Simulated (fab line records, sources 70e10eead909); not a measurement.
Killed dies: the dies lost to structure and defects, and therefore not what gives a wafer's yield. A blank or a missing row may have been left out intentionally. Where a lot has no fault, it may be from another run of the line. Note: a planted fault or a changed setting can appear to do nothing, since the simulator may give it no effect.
fab line records ; flow nandHarc
record lots=12; wafers=36; lastDay=25
route steps=1159 shown A_CHANNEL_HOLE_D1@479 A_CHANNEL_FILL_D1@496 END@1159
lots untouched by any fault: they come from a run of this same line in which no faults occurred
startH: hours from the record's opening day to when the first of the lot's shown wafers began ; waitH: time in hours since the lot's previous step ; " unchanged from the row above ; L1.1+2: a row that stands for several wafers ; - value missing, or start not given ; * or withheld: withheld ; < > ~ a bound
route shown NAME@n: NAME is a module with steps in the file, n the number in the route of the first one ; usual: the fault-free wafers' mean and standard deviation ; same: alike in all rows ; chamber/n: place in a boat ; sites: readings site by site ; _std_site: the values' standard deviation ; _edge_site: inner sites' mean taken away from outer sites' mean ; radiusMm: for every site, how far away it sits from the centre of the wafer ; mask NAME#n: copy n ; behind: the most recent tool/chamber to have shaped the wafer ; hold: why the lot was held/for how many hours/how that ended ; device: which transistor (n, p or np) failed to switch ; end of line: the route-end tests of the same wafers ; a step given without rows: its recipe and nothing more ; killed: dies that structure and defects cost at the first sort, which is not the same as the wafer's yield ; map: a wafer's dies, marking killed ones x, the rest . and places with no die _
set.NAME: the setting the step ran with; set.NAME@STEP: the setting that earlier step ran with ; model.NAME: the simulator's own value behind a step, which no gauge read
a sample of lots followed through the steps of the route, with each step as a table and each wafer as a row
services: when a tool's chamber went out of use (startH, in hours from the record's first day, below 0 if earlier), for how many hours, and the reason
## steps
# step NHARC_A_CHANNEL_HOLE_D1_ETCH_33
# recipe biasV=400; sourceW=2000; pressureMtorr=25; timeS=90; arFlowSccm=375; c4f8FlowSccm=41.7; o2FlowSccm=83.3; tempC=-20; targetDepthA=4000; chemistry=C4F8/O2/Ar
# usual drypumpMotorCurrentA=5.8/0.4; showerheadPlenumPTorr=3.74/0.11; throttleValvePct=27.618/0.0096
lot.wafer;tool;chamber;startH;waitH;drypumpMotorCurrentA;rfHoursCounterH;showerheadPlenumPTorr;throttleValvePct
L178.1;harEtch-02;0;190.64;0.2;6.0;98;3.87;27.621
L178.5;harEtch-02;1;190.64;0.2;6.2;-;3.63;27.609
L178.6;harEtch-02;0;190.64;0.2;6.0;-;3.87;27.615
L176.1;harEtch-01;0;190.80;0.2;5.4;196;3.87;27.618
L176.2;harEtch-01;1;190.80;0.2;5.2;196;3.65;27.618
L176.5;harEtch-01;1;190.80;0.2;5.2;-;3.65;27.604
L179.1;harEtch-01;1;202.43;0.2;5.2;206;3.64;27.609
L179.3;harEtch-01;1;202.43;0.2;5.2;-;3.64;27.623
L179.6;harEtch-01;0;202.43;0.2;5.4;-;3.86;27.635
L180.3;harEtch-02;1;207.60;0.2;6.2;-;3.63;27.618
L180.4;harEtch-02;0;207.60;0.2;6.0;-;3.86;27.611
L180.5;harEtch-02;0;207.60;0.2;6.0;-;3.86;27.618
L184.2;harEtch-02;1;217.97;0.2;6.2;117;3.62;27.620
L184.3;harEtch-02;1;217.97;0.2;6.2;-;3.62;27.613
L184.5;harEtch-02;1;217.97;0.2;6.2;-;3.62;27.612
L190.3;harEtch-01;1;266.66;0.2;5.2;-;3.63;27.609
L190.6;harEtch-01;1;266.66;0.2;5.2;-;3.63;27.613
L190.5;harEtch-01;0;266.66;0.2;5.5;-;3.85;27.612
L195.4;harEtch-02;0;282.86;0.2;6.0;-;3.84;27.616
L195.5;harEtch-02;0;282.86;0.2;6.0;-;3.84;27.613
L195.6;harEtch-02;1;282.86;0.2;6.2;-;3.61;27.632
L193.1;harEtch-02;0;286.96;0.2;6.0;149;3.84;27.602
L193.4;harEtch-02;0;286.96;0.2;6.0;-;3.84;27.621
L193.3;harEtch-02;1;286.96;0.2;6.2;-;3.60;27.611
L197.1;harEtch-02;1;305.84;0.2;6.2;154;3.60;27.621
L197.2;harEtch-02;0;305.84;0.2;6.0;154;3.84;27.600
L197.4;harEtch-02;0;305.84;0.2;6.0;-;3.84;27.628
L196.3;harEtch-01;1;307.46;0.2;5.2;-;3.62;27.606
L196.4;harEtch-01;0;307.46;0.2;5.4;-;3.84;27.621
L196.5;harEtch-01;1;307.46;0.2;5.2;-;3.62;27.632
L199.1;harEtch-02;1;316.75;0.2;6.2;161;3.60;27.622
L199.5;harEtch-02;1;316.75;0.2;6.2;-;3.60;27.612
L199.6;harEtch-02;0;316.75;0.2;6.0;-;3.83;27.618
L198.3;harEtch-02;0;321.03;0.2;6.0;-;3.83;27.625
L198.5;harEtch-02;1;321.03;0.2;6.2;-;3.60;27.611
L198.6;harEtch-02;0;321.03;0.2;6.0;-;3.83;27.619
# step NHARC_A_CHANNEL_HOLE_D1_XSEM_31
# recipe landingEnergyEv=35000
# usual botCdNm=74.2/1.4; bowNm=8.59/0.24; tiltDeg=0.07/0.037
lot.wafer;tool;chamber;startH;waitH;botCdNm;bowNm;tiltDeg
L178.1;xsem-02;0;192.39;0.1;75.0;8.38;0.08
L178.5;xsem-02;0;192.39;0.1;73.9;8.49;0.08
L178.6;xsem-02;0;192.39;0.1;77.2;8.42;0.08
L176.1;xsem-01;0;192.46;0.1;74.8;8.30;0.00
L176.2;xsem-01;0;192.46;0.1;73.2;8.22;0.00
L176.5;xsem-01;0;192.46;0.1;74.9;8.37;0.00
L179.1;xsem-02;0;204.36;0.1;75.2;8.68;0.07
L179.3;xsem-02;0;204.36;0.1;72.2;8.69;0.07
L179.6;xsem-02;0;204.36;0.1;72.9;8.70;0.07
L180.3;xsem-01;0;209.33;0.1;72.4;8.73;0.09
L180.4;xsem-01;0;209.33;0.1;75.0;8.85;0.09
L180.5;xsem-01;0;209.33;0.1;73.4;8.89;0.09
L184.2;xsem-02;0;219.61;0.1;74.6;8.49;0.04
L184.3;xsem-02;0;219.61;0.1;74.3;8.62;0.04
L184.5;xsem-02;0;219.61;0.1;73.1;8.51;0.04
L190.3;xsem-02;0;268.26;0.1;74.0;8.55;0.06
L190.5;xsem-02;0;268.26;0.1;73.5;8.65;0.06
L190.6;xsem-02;0;268.26;0.1;76.2;8.47;0.06
L195.4;xsem-02;0;284.82;0.1;73.6;8.30;0.08
L195.5;xsem-02;0;284.82;0.1;72.3;8.36;0.07
L195.6;xsem-02;0;284.82;0.1;71.9;8.30;0.07
L193.1;xsem-01;0;288.87;0.1;76.1;8.71;0.06
L193.3;xsem-01;0;288.87;0.1;75.2;8.60;0.06
L193.4;xsem-01;0;288.87;0.1;74.3;8.62;0.06
L197.1;xsem-01;0;307.48;0.1;75.0;8.87;0.09
L197.2;xsem-01;0;307.48;0.1;72.9;8.93;0.09
L197.4;xsem-01;0;307.48;0.1;75.4;8.78;0.09
L196.3;xsem-01;0;309.04;0.1;75.9;8.42;0.10
L196.4;xsem-01;0;309.04;0.1;75.5;8.44;0.10
L196.5;xsem-01;0;309.04;0.1;74.0;8.38;0.10
L199.1;xsem-02;0;318.38;0.1;74.4;8.36;0.07
L199.5;xsem-02;0;318.38;0.1;74.2;8.33;0.07
L199.6;xsem-02;0;318.38;0.1;74.0;8.35;0.07
L198.3;xsem-01;0;322.57;0.1;73.0;8.32;0.12
L198.5;xsem-01;0;322.57;0.1;73.5;8.36;0.12
L198.6;xsem-01;0;322.57;0.1;74.4;8.40;0.12
# step NHARC_A_CHANNEL_FILL_D1_ALD_16
# recipe targetThkA=15; pulseTimeS=10; aldCycles=15; tempC=300; material=SiO2
# usual aldCycles=15/0; heaterPowerW=463/42; precursorPulseHeightRel=1.001/0.018
lot.wafer;tool;chamber;startH;waitH;aldCycles;heaterPowerW;precursorPulseHeightRel
L178.1;aldHk-01;1;205.33;0.4;15;523;1.004
L178.5;aldHk-01;3;205.33;0.4;15;539;1.004
L178.6;aldHk-01;0;205.33;0.4;15;399;1.004
L176.2;aldHk-01;1;205.46;0.6;15;521;0.999
L176.1;aldHk-01;2;205.46;0.6;15;398;0.992
L176.5;aldHk-01;0;205.46;0.6;15;396;0.994
L179.1;aldHk-01;3;216.65;0.1;17;547;0.975
L179.3;aldHk-01;0;216.65;0.1;17;405;0.994
L179.6;aldHk-01;2;216.65;0.1;17;413;1.002
L180.3;aldHk-01;0;221.94;0.0;17;399;1.020
L180.4;aldHk-01;1;221.94;0.0;17;523;0.974
L180.5;aldHk-01;0;221.94;0.0;17;404;1.018
L184.2;aldHk-02;2;232.72;0.6;15;437;1.022
L184.3;aldHk-02;3;232.72;0.6;15;451;0.994
L184.5;aldHk-02;2;232.72;0.6;15;447;1.034
L190.3;aldHk-03;2;280.09;0.1;15;420;1.021
L190.6;aldHk-03;0;280.09;0.1;15;482;1.011
L190.5;aldHk-03;1;280.09;0.1;15;458;1.026
L195.4;aldHk-02;2;297.46;0.1;15;452;1.012
L195.5;aldHk-02;1;297.46;0.1;15;450;0.985
L195.6;aldHk-02;2;297.46;0.1;15;457;0.993
L193.1;aldHk-03;1;304.58;3.6;15;451;0.967
L193.3;aldHk-03;2;304.58;3.6;15;426;0.994
L193.4;aldHk-03;3;304.58;3.6;15;460;1.001
L197.1;aldHk-02;0;319.90;0.0;15;461;1.026
L197.2;aldHk-02;1;319.90;0.0;15;466;1.013
L197.4;aldHk-02;3;319.90;0.0;15;484;1.003
L196.4;aldHk-03;0;319.96;0.1;15;484;1.011
L196.3;aldHk-03;1;319.96;0.1;15;456;1.008
L196.5;aldHk-03;3;319.96;0.1;15;469;1.001
L199.1;aldHk-01;2;332.32;1.4;15;411;0.983
L199.6;aldHk-01;0;332.32;1.4;15;408;0.989
L199.5;aldHk-01;1;332.32;1.4;15;511;1.000
L198.3;aldHk-01;0;337.75;0.2;15;417;0.976
L198.6;aldHk-01;2;337.75;0.2;15;410;0.994
L198.5;aldHk-01;3;337.75;0.2;15;516;0.982
# step NHARC_A_CHANNEL_FILL_D1_STRIP_28
# recipe timeS=20; o2FlowSccm=500; arFlowSccm=0; biasW=0; chemistry=O2
# usual drypumpMotorCurrentA=5.7/0.52; oesProductAu=1.003/0.011; rfVppV=58.0/0.96; showerheadPlenumPTorr=3.58/0.17; throttleValvePct=17.036/0.0091
lot.wafer;tool;chamber;startH;waitH;drypumpMotorCurrentA;oesProductAu;rfHoursCounterH;rfVppV;showerheadPlenumPTorr;throttleValvePct
L176.2;rieDiel-09;0;217.06;0.1;5.7;1.011;3;58.3;3.79;17.033
L176.1;rieDiel-09;1;217.06;0.1;5.2;1.006;3;58.1;3.74;17.032
L176.5;rieDiel-09;2;217.06;0.1;6.5;0.991;-;58.7;3.77;17.039
L178.1;rieDiel-02;0;217.08;0.1;5.5;0.995;10;57.7;3.54;17.032
L178.6;rieDiel-02;0;217.08;0.1;5.5;0.997;-;57.3;3.54;17.042
L178.5;rieDiel-02;1;217.08;0.1;5.5;1.005;-;58.5;3.69;17.015
L179.3;rieDiel-03;3;229.48;0.1;5.8;1.022;0;55.9;3.36;17.037
L179.1;rieDiel-03;0;229.48;0.1;4.7;1.019;0;57.9;3.35;17.033
L179.6;rieDiel-03;2;229.48;0.1;6.3;0.998;-;58.7;3.80;17.029
L180.4;rieDiel-09;3;234.20;0.1;6.0;0.999;4;57.1;3.46;17.029
L180.3;rieDiel-09;2;234.20;0.1;6.5;0.992;4;57.1;3.77;17.031
L180.5;rieDiel-09;3;234.20;0.1;6.0;1.004;-;57.1;3.46;17.031
L184.3;rieDiel-09;0;244.77;0.1;5.7;1.017;4;58.1;3.79;17.014
L184.2;rieDiel-09;1;244.77;0.1;5.2;1.006;4;58.1;3.73;17.033
L184.5;rieDiel-09;1;244.77;0.1;5.2;0.994;-;57.9;3.73;17.038
L190.3;rieDiel-09;2;291.90;0.1;6.5;0.993;1;58.3;3.77;17.044
L190.5;rieDiel-09;1;291.90;0.1;5.2;1.023;-;57.5;3.73;17.041
L190.6;rieDiel-09;2;291.90;0.1;6.5;0.996;-;57.8;3.77;17.029
L195.4;rieDiel-09;1;309.49;0.1;5.2;1.018;1;59.0;3.73;17.039
L195.5;rieDiel-09;1;309.49;0.1;5.2;1.012;-;60.2;3.73;17.052
L195.6;rieDiel-09;2;309.49;0.1;6.5;0.993;-;58.0;3.77;17.025
L193.1;rieDiel-03;3;316.44;0.1;5.8;1.012;4;57.8;3.35;17.032
L193.4;rieDiel-03;0;316.44;0.1;4.7;1.001;4;56.5;3.35;17.034
L193.3;rieDiel-03;1;316.44;0.1;6.0;0.995;2;57.5;3.69;17.023
L196.4;rieDiel-09;2;331.86;0.1;6.5;0.995;2;58.1;3.77;17.048
L196.3;rieDiel-09;0;331.86;0.1;5.7;0.996;2;60.2;3.79;17.048
L196.5;rieDiel-09;1;331.86;0.1;5.2;1.022;-;58.7;3.73;17.046
L197.1;rieDiel-03;1;331.88;0.1;6.0;1.002;3;60.3;3.69;17.030
L197.2;rieDiel-03;3;331.88;0.1;5.7;0.996;5;57.4;3.35;17.045
L197.4;rieDiel-03;0;331.88;0.1;4.8;1.001;-;56.4;3.35;17.037
L199.1;rieDiel-02;1;344.28;0.1;5.5;0.981;1;58.3;3.67;17.033
L199.6;rieDiel-02;1;344.28;0.1;5.5;1.005;-;59.7;3.67;17.040
L199.5;rieDiel-02;2;344.28;0.1;6.2;1.002;-;57.2;3.45;17.027
L198.3;rieDiel-09;1;349.90;0.1;5.3;1.025;2;56.9;3.73;17.042
L198.5;rieDiel-09;1;349.90;0.1;5.3;1.021;-;57.3;3.73;17.034
L198.6;rieDiel-09;2;349.90;0.1;6.5;0.987;-;58.5;3.77;17.048
# step NHARC_END_SORT_01
# recipe tempC=25
# usual killedAtArray=28/8.6; killedAtOther=0.7/1.2; killedAtPeriphery=3.1/2.3; killedDies=32/8.7; killedOpen=3.2/1.7; killedShort=2.0/1.5
# same grossDies=677
lot.wafer;tool;chamber;startH;waitH;killedAtArray;killedAtOther;killedAtPeriphery;killedDies;killedOpen;killedShort
L178.1;prober-01;0;444.34;2.5;27;5;2;34;4;3
L178.5;prober-01;0;447.51;3.7;26;1;3;30;4;1
L178.6;prober-01;0;448.30;4.0;16;6;4;26;3;0
L176.1;prober-02;0;444.34;2.5;38;0;0;38;4;4
L176.2;prober-02;0;445.13;2.8;32;1;6;39;5;2
L176.5;prober-02;0;447.51;3.7;23;0;2;25;3;2
L179.1;prober-02;0;461.55;4.2;41;1;4;46;7;2
L179.3;prober-02;0;463.16;4.8;33;0;3;36;1;2
L179.6;prober-02;0;465.57;5.7;18;0;8;26;6;4
L180.3;prober-01;0;474.37;3.1;27;0;3;30;4;7
L180.4;prober-01;0;475.18;3.4;42;2;4;48;3;4
L180.5;prober-01;0;476.00;3.7;24;3;4;31;4;2
L184.2;prober-01;0;485.93;2.8;22;0;12;34;2;3
L184.3;prober-01;0;486.72;3.1;26;0;11;37;2;1
L184.5;prober-01;0;488.29;3.6;25;1;3;29;9;0
L190.3;prober-02;0;508.87;3.1;21;1;2;24;5;2
L190.5;prober-02;0;510.47;3.7;28;1;2;31;1;3
L190.6;prober-02;0;511.26;4.0;25;1;2;28;5;3
L193.1;prober-01;0;541.32;2.5;32;1;4;37;3;7
L193.3;prober-01;0;542.94;3.1;21;1;4;26;3;3
L193.4;prober-01;0;543.74;3.4;33;0;2;35;3;1
L195.4;prober-02;0;548.75;3.4;23;0;4;27;3;4
L195.5;prober-02;0;549.55;3.7;16;0;4;20;2;2
L195.6;prober-02;0;550.35;4.0;21;0;6;27;2;2
L196.3;prober-01;0;572.19;3.1;27;0;2;29;3;1
L196.4;prober-01;0;572.99;3.4;28;0;4;32;2;2
L196.5;prober-01;0;573.80;3.7;31;0;2;33;3;1
L197.1;prober-01;0;582.42;2.5;20;1;0;21;2;2
L197.2;prober-01;0;583.22;2.8;25;1;1;27;4;3
L197.4;prober-01;0;584.80;3.4;18;1;1;20;0;2
L199.1;prober-02;0;582.45;2.5;41;1;6;48;5;0
L199.5;prober-02;0;585.66;3.7;39;0;3;42;6;0
L199.6;prober-02;0;586.47;4.0;37;1;2;40;5;1
L198.3;prober-01;0;591.85;3.1;23;0;6;29;2;5
L198.5;prober-01;0;593.47;3.8;18;0;5;23;1;0
L198.6;prober-01;0;594.28;4.1;26;0;8;34;2;0
# killed by level:class
L178.1 A_SLIT:chamberFilmFlake=9 A_SGD_CUT:chamberFilmFlake=5 THIN_TSV:chamberFilmFlake=5 A_STAIRCASE:chamberFilmFlake=4 A_WL_FILL:geometricParticle:short=2 P_M0:geometricParticle:open=1 A_ONON_D1:geometricParticle:open=1 A_CHANNEL_FILL_D1:geometricParticle:short=1
L176.1 A_CHANNEL_HOLE_D1:chamberFilmFlake=14 A_SLIT:chamberFilmFlake=10 A_CHANNEL_FILL_D1:geometricParticle:short=2 A_WL_FILL:geometricParticle:open=2 A_STAIRCASE:chamberFilmFlake=2 A_WL_FILL:chamberFilmFlake=2 A_SGD_CUT:geometricParticle:open=1 A_WL_FILL:geometricParticle:short=1
L176.2 A_CHANNEL_HOLE_D1:chamberFilmFlake=18 A_SLIT:chamberFilmFlake=10 P_M0:geometricParticle:open=2 A_CHANNEL_FILL_D1:geometricParticle:open=2 A_STAIRCASE:chamberFilmFlake=2 P_CONTACT:geometricParticle:short=1 P_CONTACT:geometricParticle:open=1 P_M0:geometricParticle:short=1
L178.5 A_SLIT:chamberFilmFlake=7 A_SGD_CUT:chamberFilmFlake=5 A_STAIRCASE:chamberFilmFlake=4 A_CHANNEL_HOLE_D1:chamberFilmFlake=3 P_GATE:chamberFilmFlake=2 A_CONTACT:chamberFilmFlake=2 A_ONON_D1:geometricParticle:short=1 A_ONON_D1:geometricParticle:open=1
L176.5 A_CHANNEL_HOLE_D1:chamberFilmFlake=13 A_SLIT:chamberFilmFlake=4 P_M0:geometricParticle:open=2 A_WL_FILL:chamberFilmFlake=1 A_CHANNEL_FILL_D1:geometricParticle:short=1 A_WL_FILL:geometricParticle:open=1 A_CONTACT:geometricParticle:short=1 A_STAIRCASE:chamberFilmFlake=1
L178.6 A_SLIT:chamberFilmFlake=6 THIN_TSV:chamberFilmFlake=6 A_SGD_CUT:chamberFilmFlake=4 P_GATE:chamberFilmFlake=3 A_CONTACT:geometricParticle:open=2 A_CONTACT:chamberFilmFlake=2 P_M0:geometricParticle:open=1 A_CHANNEL_HOLE_D1:chamberFilmFlake=1
L179.1 A_CHANNEL_HOLE_D1:chamberFilmFlake=19 A_SLIT:chamberFilmFlake=10 P_M1:geometricParticle:open=2 A_ONON_D1:geometricParticle:open=2 A_WL_FILL:geometricParticle:open=2 A_ZERO_WELL:chamberFilmFlake=2 A_CHANNEL_FILL_D1:chamberFilmFlake=2 P_CONTACT:geometricParticle:open=1
L179.3 A_SLIT:chamberFilmFlake=12 A_CHANNEL_HOLE_D1:chamberFilmFlake=10 A_STAIRCASE:chamberFilmFlake=4 P_GATE:chamberFilmFlake=2 A_CHANNEL_FILL_D1:chamberFilmFlake=2 A_CONTACT:chamberFilmFlake=2 P_STI:geometricParticle:short=1 A_CHANNEL_FILL_D1:geometricParticle:short=1
L179.6 A_CHANNEL_HOLE_D1:chamberFilmFlake=7 P_GATE:chamberFilmFlake=4 A_M1:geometricParticle:open=3 P_CONTACT:geometricParticle:short=2 A_SLIT:chamberFilmFlake=2 A_CONTACT:chamberFilmFlake=2 P_M0:geometricParticle:short=1 P_M1:geometricParticle:open=1
L180.3 A_SLIT:chamberFilmFlake=6 A_CHANNEL_HOLE_D1:chamberFilmFlake=4 A_M1:chamberFilmFlake=3 A_SOURCE_PLATE:geometricParticle:short=2 A_BLC:geometricParticle:open=2 A_CONTACT:chamberFilmFlake=2 P_GATE:geometricParticle:open=1 P_M0:geometricParticle:short=1
L180.4 A_SLIT:chamberFilmFlake=17 P_GATE:chamberFilmFlake=4 A_CHANNEL_HOLE_D1:chamberFilmFlake=4 A_M1:chamberFilmFlake=4 A_STAIRCASE:chamberFilmFlake=3 A_M0:chamberFilmFlake=3 A_CHANNEL_FILL_D1:geometricParticle:short=2 A_CONTACT:geometricParticle:open=2
L180.5 A_SLIT:chamberFilmFlake=10 P_GATE:chamberFilmFlake=3 THIN_TSV:chamberFilmFlake=3 A_CHANNEL_HOLE_D1:chamberFilmFlake=2 A_STAIRCASE:chamberFilmFlake=2 A_M0:chamberFilmFlake=2 A_M1:chamberFilmFlake=2 P_GATE:geometricParticle:open=1
L184.2 A_SLIT:chamberFilmFlake=8 A_CHANNEL_HOLE_D1:chamberFilmFlake=4 P_ZERO_WELL:chamberFilmFlake=3 P_STI:chamberFilmFlake=3 P_CONTACT:chamberFilmFlake=3 A_STAIRCASE:chamberFilmFlake=3 P_CONTACT:geometricParticle:short=2 A_ZERO_WELL:chamberFilmFlake=2
L184.3 A_SLIT:chamberFilmFlake=12 P_ZERO_WELL:chamberFilmFlake=8 A_STAIRCASE:chamberFilmFlake=5 A_CHANNEL_HOLE_D1:chamberFilmFlake=4 P_CONTACT:chamberFilmFlake=2 A_ONON_D1:geometricParticle:open=1 A_CONTACT:geometricParticle:open=1 A_BLC:geometricParticle:short=1
L184.5 A_STAIRCASE:chamberFilmFlake=8 A_SLIT:chamberFilmFlake=7 A_CHANNEL_HOLE_D1:chamberFilmFlake=3 A_CONTACT:geometricParticle:open=2 P_CONTACT:geometricParticle:open=1 P_M0:geometricParticle:open=1 A_CHANNEL_HOLE_D1:geometricParticle:open=1 A_CHANNEL_FILL_D1:geometricParticle:open=1
L190.3 A_CHANNEL_HOLE_D1:chamberFilmFlake=14 A_CONTACT:chamberFilmFlake=2 P_ZERO_WELL:geometricParticle:short=1 P_CONTACT:geometricParticle:open=1 A_CHANNEL_HOLE_D1:geometricParticle:open=1 A_WL_FILL:geometricParticle:short=1 A_CONTACT:geometricParticle:open=1 A_BLC:geometricParticle:open=1
L190.5 A_CHANNEL_HOLE_D1:chamberFilmFlake=20 A_CONTACT:chamberFilmFlake=4 P_CONTACT:geometricParticle:short=1 A_SGD_CUT:geometricParticle:open=1 A_WL_FILL:geometricParticle:short=1 P_STI:chamberFilmFlake=1 STARTING-WAFER:geometricParticle:short=1 A_ZERO_WELL:chamberFilmFlake=1
L190.6 A_CHANNEL_HOLE_D1:chamberFilmFlake=16 A_CHANNEL_FILL_D1:geometricParticle:open=2 A_CHANNEL_FILL_D1:geometricParticle:short=2 A_M0:geometricParticle:open=2 A_CONTACT:chamberFilmFlake=2 P_GATE:geometricParticle:short=1 A_ONON_D1:geometricParticle:open=1 P_ZERO_WELL:chamberFilmFlake=1
L193.1 A_SLIT:chamberFilmFlake=15 A_CONTACT:chamberFilmFlake=5 A_CHANNEL_HOLE_D1:chamberFilmFlake=4 A_STAIRCASE:chamberFilmFlake=2 P_GATE:geometricParticle:short=1 P_CONTACT:geometricParticle:open=1 P_CONTACT:geometricParticle:short=1 P_M0:geometricParticle:short=1
L193.3 A_SLIT:chamberFilmFlake=12 A_STAIRCASE:chamberFilmFlake=3 P_M0:geometricParticle:short=2 A_CHANNEL_HOLE_D1:chamberFilmFlake=2 A_CONTACT:chamberFilmFlake=2 P_M0:geometricParticle:open=1 A_CHANNEL_FILL_D1:geometricParticle:open=1 A_CONTACT:geometricParticle:open=1
L193.4 A_SLIT:chamberFilmFlake=17 A_CONTACT:chamberFilmFlake=5 A_CHANNEL_HOLE_D1:chamberFilmFlake=5 A_STAIRCASE:chamberFilmFlake=3 P_CONTACT:geometricParticle:open=2 A_WL_FILL:geometricParticle:short=1 A_CONTACT:geometricParticle:open=1 A_ZERO_WELL:chamberFilmFlake=1
L195.4 A_CHANNEL_HOLE_D1:chamberFilmFlake=9 A_CONTACT:chamberFilmFlake=5 P_ZERO_WELL:chamberFilmFlake=3 A_ONON_D1:geometricParticle:short=1 A_CHANNEL_HOLE_D1:geometricParticle:short=1 A_CHANNEL_FILL_D1:geometricParticle:short=1 A_SGD_CUT:geometricParticle:open=1 A_CONTACT:geometricParticle:open=1
L195.5 A_CHANNEL_HOLE_D1:chamberFilmFlake=8 A_CONTACT:chamberFilmFlake=6 P_ZERO_WELL:chamberFilmFlake=2 P_CONTACT:geometricParticle:open=1 P_CONTACT:geometricParticle:short=1 A_BLC:geometricParticle:open=1 A_M0:geometricParticle:short=1
L195.6 A_CONTACT:chamberFilmFlake=9 A_CHANNEL_HOLE_D1:chamberFilmFlake=7 P_STI:chamberFilmFlake=3 A_CONTACT:geometricParticle:open=2 P_M1:geometricParticle:short=1 P_M2:geometricParticle:short=1 P_ZERO_WELL:chamberFilmFlake=1 A_STAIRCASE:chamberFilmFlake=1
L196.3 A_CHANNEL_HOLE_D1:chamberFilmFlake=17 A_STAIRCASE:chamberFilmFlake=4 A_CONTACT:geometricParticle:open=2 P_M0:geometricParticle:open=1 A_SGD_CUT:geometricParticle:short=1 P_ZERO_WELL:chamberFilmFlake=1 A_SLIT:chamberFilmFlake=1 A_CONTACT:chamberFilmFlake=1
L196.4 A_CHANNEL_HOLE_D1:chamberFilmFlake=23 P_GATE:chamberFilmFlake=3 A_ONON_D1:geometricParticle:open=1 A_CHANNEL_HOLE_D1:geometricParticle:short=1 A_WL_FILL:geometricParticle:short=1 A_CONTACT:geometricParticle:open=1 P_ZERO_WELL:chamberFilmFlake=1 A_STAIRCASE:chamberFilmFlake=1
L196.5 A_CHANNEL_HOLE_D1:chamberFilmFlake=24 A_STAIRCASE:chamberFilmFlake=2 P_M1:geometricParticle:open=1 A_ONON_D1:geometricParticle:open=1 A_SLIT:geometricParticle:short=1 A_M0:geometricParticle:open=1 P_GATE:chamberFilmFlake=1 A_SLIT:chamberFilmFlake=1
L197.1 A_CHANNEL_HOLE_D1:chamberFilmFlake=7 A_STAIRCASE:chamberFilmFlake=4 A_CONTACT:chamberFilmFlake=2 A_M1:chamberFilmFlake=2 A_CHANNEL_FILL_D1:geometricParticle:open=1 A_CONTACT:geometricParticle:short=1 A_BLC:geometricParticle:short=1 A_M0:geometricParticle:open=1
L199.1 A_SLIT:chamberFilmFlake=24 A_CHANNEL_HOLE_D1:chamberFilmFlake=5 A_ZERO_WELL:chamberFilmFlake=3 A_CONTACT:chamberFilmFlake=3 A_SOURCE_PLATE:geometricParticle:open=2 P_ZERO_WELL:chamberFilmFlake=2 P_STI:chamberFilmFlake=2 A_STAIRCASE:chamberFilmFlake=2
L197.2 A_CHANNEL_HOLE_D1:chamberFilmFlake=7 A_STAIRCASE:chamberFilmFlake=4 A_CONTACT:chamberFilmFlake=4 A_M1:chamberFilmFlake=3 A_WL_FILL:geometricParticle:short=2 P_M2:geometricParticle:open=1 A_SOURCE_PLATE:geometricParticle:open=1 A_CHANNEL_FILL_D1:geometricParticle:short=1
L197.4 A_CONTACT:chamberFilmFlake=6 A_CHANNEL_HOLE_D1:chamberFilmFlake=3 A_STAIRCASE:chamberFilmFlake=3 A_CONTACT:geometricParticle:short=2 A_SLIT:chamberFilmFlake=2 A_M1:chamberFilmFlake=2 P_STI:chamberFilmFlake=1 THIN_TSV:chamberFilmFlake=1
L199.5 A_SLIT:chamberFilmFlake=20 A_CONTACT:chamberFilmFlake=7 A_CHANNEL_HOLE_D1:chamberFilmFlake=4 A_CONTACT:geometricParticle:open=2 A_STAIRCASE:chamberFilmFlake=2 P_CONTACT:geometricParticle:open=1 A_CHANNEL_FILL_D1:geometricParticle:open=1 A_BLC:geometricParticle:open=1
L199.6 A_SLIT:chamberFilmFlake=16 A_CHANNEL_HOLE_D1:chamberFilmFlake=9 A_CONTACT:chamberFilmFlake=5 A_CONTACT:geometricParticle:open=2 A_M0:geometricParticle:open=2 P_STI:chamberFilmFlake=2 A_ONON_D1:geometricParticle:short=1 A_BLC:geometricParticle:open=1
L198.3 A_CHANNEL_HOLE_D1:chamberFilmFlake=12 A_CONTACT:chamberFilmFlake=3 P_M0:chamberFilmFlake=2 P_BONDPAD:chamberFilmFlake=2 A_STAIRCASE:chamberFilmFlake=2 P_CONTACT:geometricParticle:short=1 A_SOURCE_PLATE:geometricParticle:short=1 A_ONON_D1:geometricParticle:short=1
L198.5 A_CHANNEL_HOLE_D1:chamberFilmFlake=7 A_SLIT:chamberFilmFlake=5 A_CONTACT:chamberFilmFlake=4 P_BONDPAD:geometricParticle:open=1 P_STI:chamberFilmFlake=1 P_GATE:chamberFilmFlake=1 P_M0:chamberFilmFlake=1 P_M2:chamberFilmFlake=1
L198.6 A_CHANNEL_HOLE_D1:chamberFilmFlake=17 P_M0:chamberFilmFlake=4 A_SLIT:chamberFilmFlake=4 A_STAIRCASE:chamberFilmFlake=2 A_CONTACT:chamberFilmFlake=2 P_CONTACT:geometricParticle:open=1 P_M0:geometricParticle:open=1 P_ZERO_WELL:chamberFilmFlake=1
## services
tool;chamber;startH;hours;kind
rieDiel-09;0;184.11;-;clean
rieDiel-09;1;184.11;-;clean
rieDiel-09;2;184.11;-;clean
rieDiel-09;3;184.11;-;clean
rieDiel-09;0;208.61;-;clean
rieDiel-09;1;208.61;-;clean
rieDiel-09;2;208.61;-;clean
rieDiel-09;3;208.61;-;clean
rieDiel-03;-;215.30;9.0;pm
aldHk-01;-;228.00;10.0;pm
aldHk-03;-;228.71;0.3;repair
rieDiel-09;0;233.11;-;clean
rieDiel-09;1;233.11;-;clean
rieDiel-09;2;233.11;-;clean
rieDiel-09;3;233.11;-;clean
rieDiel-03;2;235.27;26.1;repair
rieDiel-03;0;241.72;1.2;repair
rieDiel-09;-;254.10;9.0;pm
xsem-02;-;302.00;14.0;pm
harEtch-01;-;307.58;17.0;pm
rieDiel-03;-;309.73;0.5;repair
aldHk-01;-;319.77;6.8;repair
rieDiel-02;-;327.83;9.0;pm
rieDiel-03;2;328.85;3.4;repair
## key
firstSign step=NHARC_A_CHANNEL_FILL_D1_ALD_16; reading=aldCycles; direction=up; sigmas=99+; usual=15; struck=17
effect none on later readings
metAt NHARC_A_CHANNEL_FILL_D1_ALD_16
struckLots L179,L180
testerLeftOut L179,L180
notActingAt NHARC_A_CHANNEL_HOLE_D1_ETCH_33,NHARC_A_CHANNEL_HOLE_D1_XSEM_31,NHARC_A_CHANNEL_FILL_D1_STRIP_28
onsetBetween 205.46 216.65
fault kind=processParameterDrift; tool=aldHk-01; chamber=-; onsetH=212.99; steps=NHARC_A_CHANNEL_FILL_D1_ALD_16; channel=aldCycles; offset=2; shape=step; endH=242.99; actsIn=theseRecipesOnly; stated=15
# testerLeftOut: of these lots the tester's yield and bins aren't shown, on N5 and GAA mostly nor the transistor test; their killed dies are dies lost to structure and defects alone, not to doping, threshold or leakage, so they don't give the yield
